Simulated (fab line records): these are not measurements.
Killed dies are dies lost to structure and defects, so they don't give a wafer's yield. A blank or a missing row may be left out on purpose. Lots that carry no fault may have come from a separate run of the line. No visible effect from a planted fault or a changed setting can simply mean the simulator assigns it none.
The same fault as seen by 2 desks :: flow n5-finfet :: numbers are kept per desk, each desk with only its own; the story behind them comes last

== THE DEFECT DESK ==
Counts from the inspections along the route, per lot, as means over the sampled wafers that have a number. Any lot whose mean is over 4 standard deviations away from the usual mean is out of limits and marked OUT; that distance is given in the brackets.
Columns: A = raw-defect-count at N5_BEOL_M13_INSPECT_55, usual 68
lot: L108
first seen here: day 12 03:12
A: 122

lot: L111
first seen here: day 14 05:13
A: 76

lot: L110
first seen here: day 14 09:42
A: 67

lot: L113
first seen here: day 15 08:42
A: 39

lot: L112
first seen here: day 15 09:03
A: 37

lot: L115
first seen here: day 16 01:32
A: 59

lot: L120
first seen here: day 16 22:48
A: 74

lot: L109
first seen here: day 17 03:47
A: 70

lot: L123
first seen here: day 17 11:45
A: 48

lot: L121
first seen here: day 18 08:46
A: 82

lot: L129
first seen here: day 18 21:40
A: 88
Result from this desk: across the 11 lots, nothing is out of limits.

== TOOL OWNER'S DESK, pvd-sputter-03 ==
The tool's own readings at N5_BEOL_M13_SPUTTER_43 (material TaN, target thk 15 nm, time 24.19 s): means of the sampled wafers that have a number, for each lot that ran on this tool. Any lot whose mean is over 4 standard deviations away from the usual mean is out of limits and marked OUT; that distance is given in the brackets.
Columns: A = bias-v at N5_BEOL_M13_SPUTTER_43, usual 168.7 V; B = cathode-dc-power-W at N5_BEOL_M13_SPUTTER_43, usual 15000 W; C = chamber-pressure-pa at N5_BEOL_M13_SPUTTER_43, usual 0.11999 Pa; D = throttle-valve-pct at N5_BEOL_M13_SPUTTER_43, usual 30.2 %
lot: L110
first seen here: day 14 08:01
A: 169.0
B: 15000
C: 0.11981
D: 30.2

lot: L113
first seen here: day 15 07:31
A: 167.5
B: 15002
C: 0.12006
D: 30.1

lot: L112
first seen here: day 15 07:50
A: 170.6
B: 15000
C: 0.12003
D: 30.2

lot: L120
first seen here: day 16 21:22
A: 167.9
B: 15002
C: 0.11989
D: 30.3

lot: L123
first seen here: day 17 10:31
A: 169.9
B: 13980 (-99 or more) OUT
C: 0.11992
D: 29.6

lot: L121
first seen here: day 18 07:35
A: 167.4
B: 13982 (-99 or more) OUT
C: 0.11992
D: 30.6
Finding of this desk: L121, L123 out of limits; the first was L123 at day 17 10:31, on cathode-dc-power-W at N5_BEOL_M13_SPUTTER_43. L110, L113, L112, L120 stayed within limits.

== TAKEN TOGETHER ==
An alarm could have come from the tool owner's desk at day 17 10:31, on L121, L123.
No out-of-limits result turned up at the defect desk.
The defect desk has L121, L123 on record, within its limits.
Of the lots named, all ran N5_BEOL_M13_SPUTTER_43 on pvd-sputter-03.

== WHAT THE SIMULATOR HAD PUT IN ==
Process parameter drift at N5_BEOL_M13_SPUTTER_43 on pvd-sputter-03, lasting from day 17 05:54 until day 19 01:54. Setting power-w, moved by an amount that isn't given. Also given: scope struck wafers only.
Struck lots among those shown: L121, L123.
Hours from the fault's start to each desk's first reading out of limits: the tool owner's desk, 5.
